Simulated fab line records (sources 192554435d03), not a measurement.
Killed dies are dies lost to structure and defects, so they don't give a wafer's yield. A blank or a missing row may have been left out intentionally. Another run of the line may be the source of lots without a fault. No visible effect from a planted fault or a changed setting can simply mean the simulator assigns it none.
Matching of chambers / flow n5Finfet / N5_FIN_SAQP_PECVD_06 on pecvd-01 has 3 sister chambers
The step deposits a-Si from SiH4/He, target thk 60 nm, time 48.1 s. 3 wafers are shown with their chamber, then 8 later ones without.

WAFERS, EACH WITH ITS CHAMBER
wafer=L083.5; chamber=1; throttleValvePct (%)=18.4
wafer=L084.5; chamber=2; throttleValvePct (%)=16.0
wafer=L086.1; chamber=0; throttleValvePct (%)=18.6

WAFERS WHOSE CHAMBER IS MISSING
wafer=L086.2; throttleValvePct (%)=16.3
wafer=L086.3; throttleValvePct (%)=18.4
wafer=L087.1; throttleValvePct (%)=18.9
wafer=L087.2; throttleValvePct (%)=16.3
wafer=L087.5; throttleValvePct (%)=18.5
wafer=L089.1; throttleValvePct (%)=16.2
wafer=L089.4; throttleValvePct (%)=18.3
wafer=L089.6; throttleValvePct (%)=16.0

EACH ONE'S CHAMBER
wafer=L086.2; from the rows above=2; in truth=2
wafer=L086.3; from the rows above=can't be placed: 1 or 0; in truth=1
wafer=L087.1; from the rows above=can't be placed: 0 or 1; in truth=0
wafer=L087.2; from the rows above=2; in truth=2
wafer=L087.5; from the rows above=can't be placed: 0 or 1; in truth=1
wafer=L089.1; from the rows above=2; in truth=2
wafer=L089.4; from the rows above=can't be placed: 1 or 0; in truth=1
wafer=L089.6; from the rows above=2; in truth=2
Correct placement for 4 of the 8. Cannot be placed on the basis of these rows: 4; the candidates contain the true chamber in 4. Placed wrongly: 0.
How it was worked out, from the rows above alone: a wafer's distance from a chamber is the root of the sum, over the readings, of the square of ((its reading less the chamber's mean) divided by the reading's scatter). If the next closest chamber is less than 2 further off than the closest, the wafer can't be placed; otherwise it belongs to the closest. For every chamber, the mean is computed from those of its wafers that are shown. The scatter: root of mean squared gap, hidden wafer to nearest shown wafer, with one shown wafer a chamber.
